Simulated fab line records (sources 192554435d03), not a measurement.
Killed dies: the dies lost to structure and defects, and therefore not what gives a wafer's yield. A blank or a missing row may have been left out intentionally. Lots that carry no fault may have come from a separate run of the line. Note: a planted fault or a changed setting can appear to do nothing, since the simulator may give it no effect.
fab line records | flow n5_finfet
record: lots: 5 | wafers: 14 | last_day: 18
route steps=1938 shown BEOL_M11@1541 PASSIVATION@1936
lots untouched by any fault: they come from a run of this same line in which no faults occurred
start_h: hours from the record's opening day to when the first of the lot's shown wafers began | wait_h: hours elapsed since this lot's preceding step | " as in the row above | L1.1+2: several wafers, shown together as one row | - no value present, or no start provided | * or withheld: withheld | < > ~ a bound
route shown NAME@n: NAME is a module with steps in the file, n the number in the route of the first one | usual: the fault-free wafers' mean and standard deviation | same: alike in all rows | chamber/n: place in a boat | sites: the reading at each site | _std_site: standard deviation of those values | _edge_site: the outer-site mean with the inner-site mean subtracted | radius_mm: how far each site lies from the wafer's centre | mask NAME#n: copy n | behind: the most recent tool/chamber to have shaped the wafer | hold: the reason the lot was held/the length of the hold in hours/how it ended | device: whichever transistor did not switch (one of n, p or np) | end of line: tests run on the same wafers once the route is complete | where a step has no rows: the recipe by itself | killed: dies that structure and defects cost at the first sort, which is not the same as the wafer's yield | map: a wafer's dies, x killed, . not, _ none there
set.NAME: the setting that was run; set.NAME@STEP: the one run at that earlier step | model.NAME: the simulator's own value behind a step, which no gauge read
certain route steps with their lots: each step a table, each wafer a row
services: a tool's chamber out of use, with start hour (start_h, from the record's first day; less than 0 if before it), hours out, and reason
== steps ==
step: N5_BEOL_M11_COAT_59
recipe: resist: SOC | temp_c: 250 | time_s: 60 | spin_rpm: 1500 | resist_thk_nm: 100
step: N5_BEOL_M11_COAT_60
recipe: resist: SiARC | temp_c: 220 | time_s: 60 | spin_rpm: 1500 | resist_thk_nm: 30
step: N5_BEOL_M11_COAT_05
recipe: resist: CAR-ArF | spin_rpm: 1500 | resist_thk_nm: 90
step: N5_BEOL_M11_EBR_07
recipe: solvent: PGMEA | ebr_width_mm: 1.5
step: N5_BEOL_M11_SOFTBAKE_06
recipe: temp_c: 110 | time_s: 60 | resist: CAR-ArF
step: N5_BEOL_M11_EXPOSE_08
recipe: mask_id: M11 | na: 1.35 | source_shape: dipole | sigma_inner: 0.411 | sigma_outer: 0.611 | polarization: te | dose_mj: 53.75
step: N5_BEOL_M11_PEB_09
recipe: peb_temp_c: withheld | peb_time_s: 60 | resist: CAR-ArF
step: N5_BEOL_M11_DEVELOP_10
recipe: develop_time_s: 30 | developer: TMAH | resist: CAR-ArF | rinse_liquid: diw | dry: air_spin | dev_temp_c: 23
step: N5_BEOL_M11_CD_MEAS_11
recipe: target_cd_nm: 64.1 | landing_energy_ev: 500 | detector: se_inlens | polarity: opening
usual: cd_nm: 64.1/0.56
same: landing_energy_ev: 500
lot.wafer | tool      | chamber | start_h | wait_h | cd_nm
L466.1    | cd_sem-01 | 0       | 277.81  | -      | 64.5
L466.2    | "         | 0       | "       | "      | 64.7
L466.4    | "         | 0       | "       | "      | 64.9
L472.2    | cd_sem-02 | 0       | 321.73  | -      | 63.4
L472.5    | "         | 0       | "       | "      | 63.4
L478.2    | cd_sem-01 | 0       | 380.06  | -      | 63.0
L478.3    | "         | 0       | "       | "      | 64.6
L478.5    | "         | 0       | "       | "      | 63.3
L481.2    | cd_sem-03 | 0       | 385.42  | -      | 63.9
L481.4    | "         | 0       | "       | "      | 63.7
L481.5    | "         | 0       | "       | "      | 64.0
L482.3    | cd_sem-01 | 0       | 385.69  | -      | 63.4
L482.5    | "         | 0       | "       | "      | 63.6
L482.6    | "         | 0       | "       | "      | 63.5
step: N5_BEOL_M11_OVL_MEAS_12
recipe: points_per_wafer: 44
usual: M11_OVL: -0.6/0.92
lot.wafer | tool       | chamber | start_h | wait_h | M11_OVL[nm]
L466.1    | overlay-01 | 0       | 277.84  | 0.0    | -1.3
L466.2    | "          | 0       | "       | "      | -0.7
L466.4    | "          | 0       | "       | "      | -0.5
L472.2    | overlay-01 | 0       | 321.76  | 0.0    | 0.0
L472.5    | "          | 0       | "       | "      | -0.2
L478.2    | overlay-02 | 0       | 380.09  | 0.0    | -1.1
L478.3    | "          | 0       | "       | "      | -0.6
L478.5    | "          | 0       | "       | "      | -1.6
L481.2    | overlay-02 | 0       | 385.45  | 0.0    | -0.1
L481.4    | "          | 0       | "       | "      | 0.0
L481.5    | "          | 0       | "       | "      | -0.7
L482.3    | overlay-01 | 0       | 385.72  | 0.0    | -2.5
L482.5    | "          | 0       | "       | "      | -2.4
L482.6    | "          | 0       | "       | "      | -2.2
step: N5_BEOL_M11_INSPECT_13
recipe: mode: adi | inspect_instrument: brightfield
usual: raw_defect_count: 409/98
lot.wafer | tool              | chamber | start_h | wait_h | raw_defect_count
L466.1    | defect_inspect-02 | -       | 277.87  | 0.0    | 348
L466.2    | "                 | -       | "       | "      | 378
L466.4    | "                 | -       | "       | "      | 408
L472.2    | defect_inspect-01 | -       | 321.78  | 0.0    | 474
L472.5    | "                 | -       | "       | "      | 455
L478.2    | defect_inspect-02 | -       | 380.11  | 0.0    | 351
L478.3    | "                 | -       | "       | "      | 348
L478.5    | "                 | -       | "       | "      | 515
L481.2    | defect_inspect-01 | -       | 385.48  | 0.0    | 528
L481.4    | "                 | -       | "       | "      | 466
L481.5    | "                 | -       | "       | "      | 357
L482.3    | defect_inspect-01 | -       | 385.74  | 0.0    | 417
L482.5    | "                 | -       | "       | "      | 358
L482.6    | "                 | -       | "       | "      | 442
step: N5_BEOL_M11_DESCUM_16
recipe: chemistry: O2 | time_s: 7.9 | source_power_w: 50 | bias_power_w: 20 | pressure_mtorr: 20 | rf_frequency_hz: 2.712e+07 | temp_c: 40 | resist: CAR-ArF | o2_flow_sccm: 225
usual: bias_power_w: 20.00/0.059 | drypump_motor_current_A: 5.7/0.38 | oes_product_au: 0.81/0.097 | rf_vpp_V: 243.6/1.2 | showerhead_plenum_p_Torr: 2.12/0.061 | throttle_valve_pct: 20.39/0.28
lot.wafer | tool        | chamber | start_h | wait_h | bias_power_w | drypump_motor_current_A | oes_product_au | rf_hours_counter_h | rf_vpp_V | showerhead_plenum_p_Torr | throttle_valve_pct
L466.1    | rie_diel-03 | 2       | 277.90  | 0.0    | 19.88        | 5.8                     | 0.92           | 21                 | 242.4    | 2.07                     | 20.39
L466.2    | "           | 0       | "       | "      | 20.07        | 5.3                     | 0.76           | 177                | 244.5    | 2.19                     | 20.53
L466.4    | "           | 3       | "       | "      | 19.98        | 5.6                     | 0.71           | 229                | 243.7    | 2.05                     | 20.52
L472.2    | rie_diel-06 | 3       | 321.81  | 0.0    | 19.96        | 5.7                     | 0.92           | 15                 | 243.2    | 2.14                     | 20.17
L472.5    | "           | 3       | "       | "      | 19.97        | 5.7                     | 0.92           | -                  | 244.0    | 2.14                     | 20.16
L478.2    | rie_diel-02 | 0       | 380.15  | 0.0    | 19.98        | 6.6                     | 0.89           | 29                 | 245.7    | 2.22                     | 20.13
L478.3    | "           | 1       | "       | "      | 19.85        | 6.0                     | 0.71           | 205                | 243.7    | 2.06                     | 20.03
L478.5    | "           | 2       | "       | "      | 20.01        | 5.1                     | 0.70           | -                  | 243.7    | 2.16                     | 20.84
L481.2    | rie_diel-03 | 1       | 385.65  | 0.2    | 20.00        | 5.5                     | 0.88           | 41                 | 243.2    | 2.02                     | 20.07
L481.4    | "           | 1       | "       | "      | 20.00        | 5.5                     | 0.87           | -                  | 242.5    | 2.02                     | 20.05
L481.5    | "           | 2       | "       | "      | 20.10        | 5.8                     | 0.87           | -                  | 242.0    | 2.06                     | 20.41
L482.3    | rie_diel-06 | 0       | 385.77  | 0.0    | 20.04        | 5.3                     | 0.79           | 125                | 243.5    | 2.11                     | 20.47
L482.5    | "           | 2       | "       | "      | 19.95        | 6.1                     | 0.72           | -                  | 242.9    | 2.17                     | 20.81
L482.6    | "           | 3       | "       | "      | 20.03        | 5.7                     | 0.88           | -                  | 243.3    | 2.13                     | 20.21
step: N5_BEOL_M11_ETCH_61
recipe: chemistry: CF4 | target: SiARC | target_depth_a: 390 | mask_material: CAR-ArF | time_s: 65 | ion_energy_ev: 80 | pressure_mtorr: 40 | source_w: 545 | bias_w: 36 | Ar_flow_sccm: 100 | cf4_flow_sccm: 100 | ends: cleared
usual: drypump_motor_current_A: 5.7/0.38 | etch_rf_on_time_s: 64.8/1.8 | oes_product_au: 0.69/0.085 | rf_vpp_V: 184.3/1.1 | showerhead_plenum_p_Torr: 2.17/0.056 | throttle_valve_pct: 15.58/0.25
lot.wafer | tool        | chamber | start_h | wait_h | drypump_motor_current_A | etch_rf_on_time_s | oes_product_au | rf_hours_counter_h | rf_vpp_V | showerhead_plenum_p_Torr | throttle_valve_pct
L466.1    | rie_diel-03 | 2       | 277.94  | 0.0    | 5.8                     | 63.7              | 0.79           | 21                 | 183.7    | 2.10                     | 15.39
L466.2    | "           | 0       | "       | "      | 5.3                     | 66.5              | 0.64           | 177                | 184.9    | 2.23                     | 15.72
L466.4    | "           | 3       | "       | "      | 5.5                     | 64.5              | 0.61           | 229                | 183.2    | 2.11                     | 15.78
L472.2    | rie_diel-06 | 3       | 321.85  | 0.0    | 5.7                     | 62.6              | 0.80           | 15                 | 183.1    | 2.19                     | 15.36
L472.5    | "           | 3       | "       | "      | 5.7                     | 73.4              | 0.72           | -                  | 183.9    | 2.19                     | 15.35
L478.2    | rie_diel-02 | 0       | 380.18  | 0.0    | 6.5                     | 63.7              | 0.75           | 29                 | 185.6    | 2.26                     | 15.34
L478.3    | "           | 1       | "       | "      | 6.0                     | 64.9              | 0.61           | 205                | 184.3    | 2.12                     | 15.38
L478.5    | "           | 2       | "       | "      | 5.1                     | 68.1              | 0.58           | -                  | 184.6    | 2.21                     | 16.05
L481.2    | rie_diel-03 | 1       | 385.68  | 0.0    | 5.5                     | 66.4              | 0.74           | 41                 | 183.3    | 2.11                     | 15.44
L481.4    | "           | 1       | "       | "      | 5.5                     | 66.7              | 0.73           | -                  | 185.5    | 2.11                     | 15.44
L481.5    | "           | 2       | "       | "      | 5.8                     | 63.3              | 0.74           | -                  | 183.8    | 2.09                     | 15.43
L482.3    | rie_diel-06 | 0       | 385.81  | 0.0    | 5.4                     | 67.9              | 0.65           | 125                | 185.1    | 2.15                     | 15.56
L482.5    | "           | 2       | "       | "      | 6.1                     | 64.0              | 0.60           | -                  | 184.8    | 2.21                     | 15.95
L482.6    | "           | 3       | "       | "      | 5.7                     | 63.0              | 0.76           | -                  | 184.0    | 2.18                     | 15.42
step: N5_BEOL_M11_ETCH_62
recipe: chemistry: N2/H2 | target: SOC | target_depth_a: 1100 | overetch_a: 220 | mask_material: SiARC | temp_c: 40 | time_s: 165 | ion_energy_ev: 200 | pressure_mtorr: 30 | source_w: 840 | bias_w: 150 | n2_flow_sccm: 200 | h2_flow_sccm: 200
usual: drypump_motor_current_A: 5.7/0.38 | oes_product_au: 0.68/0.078 | rf_vpp_V: 524.8/2 | showerhead_plenum_p_Torr: 2.58/0.07 | throttle_valve_pct: 17.79/0.25
lot.wafer | tool        | chamber | start_h | wait_h | drypump_motor_current_A | oes_product_au | rf_hours_counter_h | rf_vpp_V | showerhead_plenum_p_Torr | throttle_valve_pct
L466.1    | rie_diel-03 | 2       | 277.99  | 0.0    | 5.8                     | 0.78           | 21                 | 522.5    | 2.48                     | 17.53
L466.2    | "           | 0       | "       | "      | 5.3                     | 0.65           | 177                | 527.2    | 2.65                     | 17.96
L466.4    | "           | 3       | "       | "      | 5.6                     | 0.60           | 229                | 522.5    | 2.52                     | 18.12
L472.2    | rie_diel-06 | 3       | 321.90  | 0.0    | 5.7                     | 0.78           | 15                 | 525.5    | 2.62                     | 17.64
L472.5    | "           | 3       | "       | "      | 5.7                     | 0.76           | -                  | 524.8    | 2.62                     | 17.66
L478.2    | rie_diel-02 | 0       | 380.23  | 0.0    | 6.6                     | 0.73           | 29                 | 529.1    | 2.72                     | 17.70
L478.3    | "           | 1       | "       | "      | 6.0                     | 0.61           | 205                | 524.0    | 2.54                     | 17.63
L478.5    | "           | 2       | "       | "      | 5.1                     | 0.58           | -                  | 524.7    | 2.61                     | 18.12
L481.2    | rie_diel-03 | 1       | 385.73  | 0.0    | 5.5                     | 0.74           | 41                 | 521.7    | 2.47                     | 17.47
L481.4    | "           | 1       | "       | "      | 5.5                     | 0.74           | -                  | 523.1    | 2.47                     | 17.46
L481.5    | "           | 2       | "       | "      | 5.8                     | 0.73           | -                  | 521.9    | 2.46                     | 17.57
L482.3    | rie_diel-06 | 0       | 385.86  | 0.0    | 5.4                     | 0.66           | 125                | 524.1    | 2.56                     | 17.80
L482.5    | "           | 2       | "       | "      | 6.1                     | 0.60           | -                  | 525.6    | 2.62                     | 18.09
L482.6    | "           | 3       | "       | "      | 5.7                     | 0.73           | -                  | 523.5    | 2.61                     | 17.70
step: N5_PASSIVATION_PROBE_49
usual: defect_limited_yield: 91.3/1.4 | killed_at_M0_to_M3: 34/9.2 | killed_at_M4_up: 13/5.3 | killed_at_contacts: 12/6 | killed_at_front_end: 39/12 | killed_at_other: 4/3.3 | killed_dies: 102/17 | killed_open: 67/12 | killed_short: 34/7.4 | sort_bin_5_function: 5.1/1 | sort_bin_6_memory: 3.2/0.6 | sort_n_pass: 1078/17 | sort_yield_pct: 91.3/1.4
same: gross_dies: 1180 | killed_at_back_side: 0 | sort_bin_4_leakage[%]: 0 | sort_bin_8_speed[%]: 0
lot.wafer | tool      | chamber | start_h | wait_h | defect_limited_yield[%] | killed_at_M0_to_M3 | killed_at_M4_up | killed_at_contacts | killed_at_front_end | killed_at_other | killed_dies | killed_open | killed_short | sort_bin_5_function[%] | sort_bin_6_memory[%] | sort_n_pass | sort_yield_pct[%]
L466.1    | prober-02 | -       | 321.96  | 0.0    | 92.8                    | 28                 | 4               | 8                  | 41                  | 4               | 85          | 52          | 30           | 3.5                    | 3.2                  | 1095        | 92.8
L466.2    | prober-02 | -       | 322.01  | 0.1    | 95.0                    | 15                 | 3               | 7                  | 30                  | 4               | 59          | 36          | 23           | 3.1                    | 1.9                  | 1121        | 95.0
L466.4    | prober-02 | -       | 322.11  | 0.2    | 93.1                    | 21                 | 14              | 6                  | 32                  | 8               | 81          | 52          | 28           | 4.2                    | 2.2                  | 1099        | 93.1
L472.2    | prober-01 | -       | 375.14  | 0.1    | 92.2                    | 30                 | 22              | 10                 | 28                  | 2               | 92          | 62          | 21           | 4.1                    | 2.9                  | 1088        | 92.2
L472.5    | prober-01 | -       | 375.29  | 0.2    | 90.3                    | 33                 | 24              | 10                 | 46                  | 2               | 115         | 87          | 26           | 6.4                    | 3.1                  | 1065        | 90.3
L478.3    | prober-01 | -       | 430.19  | 0.1    | 93.0                    | 31                 | 14              | 5                  | 33                  | 0               | 83          | 47          | 35           | 4.4                    | 2.5                  | 1097        | 93.0
L478.5    | prober-01 | -       | 430.29  | 0.2    | 93.3                    | 22                 | 8               | 8                  | 39                  | 2               | 79          | 40          | 33           | 3.3                    | 3.0                  | 1101        | 93.3
L482.3    | prober-01 | -       | 435.33  | 0.1    | 90.9                    | 37                 | 28              | 9                  | 28                  | 5               | 107         | 68          | 39           | 5.9                    | 3.0                  | 1073        | 90.9
L482.5    | prober-01 | -       | 435.43  | 0.2    | 90.5                    | 46                 | 22              | 5                  | 36                  | 3               | 112         | 82          | 29           | 5.4                    | 4.0                  | 1068        | 90.5
L482.6    | prober-01 | -       | 435.48  | 0.3    | 94.7                    | 17                 | 13              | 5                  | 24                  | 4               | 63          | 43          | 20           | 2.9                    | 2.2                  | 1117        | 94.7
killed by level:class
L466.1 BEOL_M0_SAQP:geometric_particle:short=7 FIN_SAQP:geometric_particle:open=6 STI_FIN_REVEAL:geometric_particle:open=6 MOL_CONTACT_COAG:geometric_particle:open=6 FIN_SAQP:geometric_particle:short=5 DUMMY_GATE:geometric_particle:open=5 BEOL_M0_SAQP:geometric_particle:open=5 BEOL_M2:geometric_particle:open=5
L466.2 MOL_CONTACT_COAG:geometric_particle:open=6 DUMMY_GATE:geometric_particle:open=5 STI_FIN_REVEAL:geometric_particle:open=3 DUMMY_GATE:geometric_particle:short=3 GATE_CUT:geometric_particle:open=3 BEOL_M1:geometric_particle:open=3 STARTING-WAFER:geometric_particle:short=3 FIN_CUT:geometric_particle:open=2
L466.4 FIN_SAQP:geometric_particle:short=6 STI_FIN_REVEAL:geometric_particle:open=6 BEOL_M2:geometric_particle:open=5 FIN_SAQP:geometric_particle:open=4 MOL_CONTACT_COAG:geometric_particle:open=4 BEOL_M0_SAQP:geometric_particle:open=4 BEOL_M0_SAQP:geometric_particle:short=4 BEOL_M8:geometric_particle:open=4
L472.2 BEOL_M4:geometric_particle:open=12 MOL_CONTACT_COAG:geometric_particle:open=10 HKMG_FIN:area_etch=9 BEOL_M3:geometric_particle:open=7 BEOL_M0_SAQP:geometric_particle:short=6 BEOL_M1:geometric_particle:open=5 BEOL_M2:geometric_particle:open=5 STI_FIN_REVEAL:geometric_particle:open=4
L472.5 BEOL_M3:geometric_particle:open=15 BEOL_M4:geometric_particle:open=13 FIN_SAQP:geometric_particle:open=12 FIN_SAQP:geometric_particle:short=9 ILD0:geometric_particle:open=7 GATE_CUT:geometric_particle:open=7 MOL_CONTACT_COAG:geometric_particle:open=7 BEOL_M0_SAQP:geometric_particle:short=5
L478.3 FIN_SAQP:geometric_particle:open=8 BEOL_M0_SAQP:geometric_particle:open=8 FIN_SAQP:geometric_particle:short=7 BEOL_M0_SAQP:geometric_particle:short=7 BEOL_M1:geometric_particle:open=6 STI_FIN_REVEAL:geometric_particle:open=5 BEOL_M4:geometric_particle:short=5 GATE_CUT:geometric_particle:short=4
L478.5 FIN_SAQP:geometric_particle:short=9 BEOL_M0_SAQP:geometric_particle:short=7 FIN_SAQP:geometric_particle:open=6 MOL_CONTACT_COAG:geometric_particle:open=6 GATE_CUT:geometric_particle:short=4 STARTING-WAFER:geometric_particle:open=4 BEOL_M0_SAQP:geometric_particle:open=3 BEOL_M0:geometric_particle:open=3
L482.3 BEOL_M4:geometric_particle:open=9 BEOL_M2:geometric_particle:open=8 BEOL_M4:geometric_particle:short=8 FIN_SAQP:geometric_particle:open=7 BEOL_M3:geometric_particle:open=7 FIN_SAQP:geometric_particle:short=6 MOL_CONTACT_COAG:geometric_particle:open=6 BEOL_M0_SAQP:geometric_particle:short=5
L482.5 STI_FIN_REVEAL:geometric_particle:open=13 BEOL_M2:geometric_particle:open=11 BEOL_M0_SAQP:geometric_particle:short=10 BEOL_M3:geometric_particle:open=9 BEOL_M1:geometric_particle:open=8 BEOL_M4:geometric_particle:open=8 BEOL_M0_SAQP:geometric_particle:open=7 FIN_SAQP:geometric_particle:open=4
L482.6 STI_FIN_REVEAL:geometric_particle:open=5 DUMMY_GATE:geometric_particle:open=4 BEOL_M4:geometric_particle:open=4 MOL_CONTACT_COAG:geometric_particle:open=3 BEOL_M0_SAQP:geometric_particle:open=3 BEOL_M1:geometric_particle:open=3 BEOL_M2:geometric_particle:open=3 BEOL_M3:geometric_particle:open=3
== services ==
tool        | chamber | start_h | hours | kind
rie_diel-02 | 3       | 261.39  | -     | clean
rie_diel-02 | 3       | 261.39  | -     | consumable_replace:focus_ring
rie_diel-02 | 3       | 261.39  | 21.8  | scheduled_down
rie_diel-02 | 3       | 261.39  | 21.8  | vent_cycle
rie_diel-02 | 0       | 283.23  | -     | clean
rie_diel-02 | 0       | 283.23  | -     | consumable_replace:focus_ring
rie_diel-02 | 0       | 283.23  | -     | consumable_replace:showerhead
rie_diel-02 | 0       | 283.23  | 12.3  | scheduled_down
rie_diel-02 | 0       | 283.23  | 12.3  | vent_cycle
rie_diel-06 | 1       | 305.63  | -     | clean
rie_diel-06 | 1       | 305.63  | -     | consumable_replace:focus_ring
rie_diel-06 | 1       | 305.63  | 18.3  | scheduled_down
rie_diel-06 | 1       | 305.63  | 18.3  | vent_cycle
rie_diel-02 | -       | 315.59  | 2.8   | pm
rie_diel-03 | -       | 343.13  | 14.6  | pm
rie_diel-06 | 1       | 352.47  | 9.0   | repair
rie_diel-03 | 3       | 364.27  | -     | clean
rie_diel-03 | 3       | 364.27  | -     | consumable_replace:esc
rie_diel-03 | 3       | 364.27  | -     | consumable_replace:focus_ring
rie_diel-03 | 3       | 364.27  | 21.6  | scheduled_down
rie_diel-03 | 3       | 364.27  | 21.6  | vent_cycle
== key ==
first_sign: step: N5_BEOL_M11_ETCH_61 | reading: etch_rf_on_time_s | direction: up | sigmas: 4.8 | usual: * | struck: *
effect none on later readings
met_at N5_BEOL_M11_ETCH_61
struck_wafers L472.5
fault: kind: process_parameter_drift | tool: rie_diel-06 | chamber: - | onset_h: 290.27 | steps: N5_BEOL_M11_ETCH_61 | channel: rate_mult | offset: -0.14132 | shape: step | end_h: 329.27 | scope: struck_wafers_only
